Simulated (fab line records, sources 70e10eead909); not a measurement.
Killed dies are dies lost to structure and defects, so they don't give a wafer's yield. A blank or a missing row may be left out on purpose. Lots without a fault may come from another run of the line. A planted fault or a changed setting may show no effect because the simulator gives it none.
One fault seen from 3 desks | flow nand_harc | each desk has only its own numbers; what lay behind them comes last

THE METROLOGY DESK
What the gauges read, lot by lot, whatever tool the lot ran on: means of the sampled wafers that have a number. A lot is out of limits, marked OUT, if its mean lies more than 4 standard deviations from the usual mean; the brackets give that distance.
Columns: A = cd_nm at NHARC_A_M1_CD_MEAS_09, usual 119.5 nm; B = overlay_x_nm at NHARC_A_M1_OVL_MEAS_10, usual 0.0 nm; C = overlay_y_nm at NHARC_A_M1_OVL_MEAS_10, usual -0.1 nm; D = cd_nm at NHARC_A_M1_CD_MEAS_16, usual 119.5 nm; E = thk_nm at NHARC_A_M1_THK_MEAS_24, usual 154.3 nm; F = thk_nm at NHARC_A_BONDPAD_THK_MEAS_30, usual 200.2 nm
lot  | first seen here | A     | B    | C    | D     | E     | F
L487 | day 23 17:08    | 119.8 | -0.6 | 0.2  | 119.6 | 154.7 | 201.2
L494 | day 25 13:30    | 119.4 | -0.9 | 0.8  | 119.3 | 153.4 | 201.0
L499 | day 27 10:23    | 121.0 | -1.1 | -0.7 | 121.7 | 153.5 | 200.2
L502 | day 28 10:23    | 119.6 | 0.3  | -0.2 | 119.2 | 155.5 | 203.4
L501 | day 28 11:26    | 119.4 | -0.7 | 0.2  | 119.6 | 153.9 | 199.9
L503 | day 29 22:14    | 119.9 | 1.1  | -0.2 | 119.9 | 157.2 | 200.9
L508 | day 32 03:32    | 120.1 | 0.5  | 0.2  | 120.5 | 156.3 | 200.5
This desk's finding: nothing out of limits on any of the 7 lots.

THE TOOL OWNER'S DESK: rie_diel-08
The tool's own readings at NHARC_A_M1_ETCH_15 (etches the open film in C4F8/Ar, target depth 182.5 nm, time 91.2 s): means of the sampled wafers that have a number, for each lot that ran on this tool. A lot is out of limits, marked OUT, if its mean lies more than 4 standard deviations from the usual mean; the brackets give that distance.
Columns: A = oes_product_au at NHARC_A_M1_ETCH_15, usual 0.943 a.u.; B = rf_vpp_V at NHARC_A_M1_ETCH_15, usual 440.8 V
lot  | first seen here | A     | B
L494 | day 25 13:51    | 0.973 | 440.2
L499 | day 27 10:46    | 0.940 | 440.3
L502 | day 28 10:45    | 0.926 | 442.5
L501 | day 28 11:47    | 0.981 | 438.7
This desk's finding: nothing out of limits on any of the 4 lots.

THE DEFECT DESK
What the inspections along the route counted, lot by lot: means of the sampled wafers that have a number. A lot is out of limits, marked OUT, if its mean lies more than 4 standard deviations from the usual mean; the brackets give that distance.
Columns: A = raw_defect_count at NHARC_A_M1_INSPECT_11, usual 88
lot  | first seen here | A
L487 | day 23 17:16    | 49
L494 | day 25 13:37    | 133
L499 | day 27 10:31    | 63
L502 | day 28 10:31    | 75
L501 | day 28 11:34    | 72
L503 | day 29 22:22    | 111
L508 | day 32 03:39    | 26
This desk's finding: nothing out of limits on any of the 7 lots.

PUT TOGETHER
The metrology desk saw nothing out of limits.
The tool owner's desk saw nothing out of limits.
The defect desk saw nothing out of limits.

WHAT THE SIMULATOR HAD PUT IN
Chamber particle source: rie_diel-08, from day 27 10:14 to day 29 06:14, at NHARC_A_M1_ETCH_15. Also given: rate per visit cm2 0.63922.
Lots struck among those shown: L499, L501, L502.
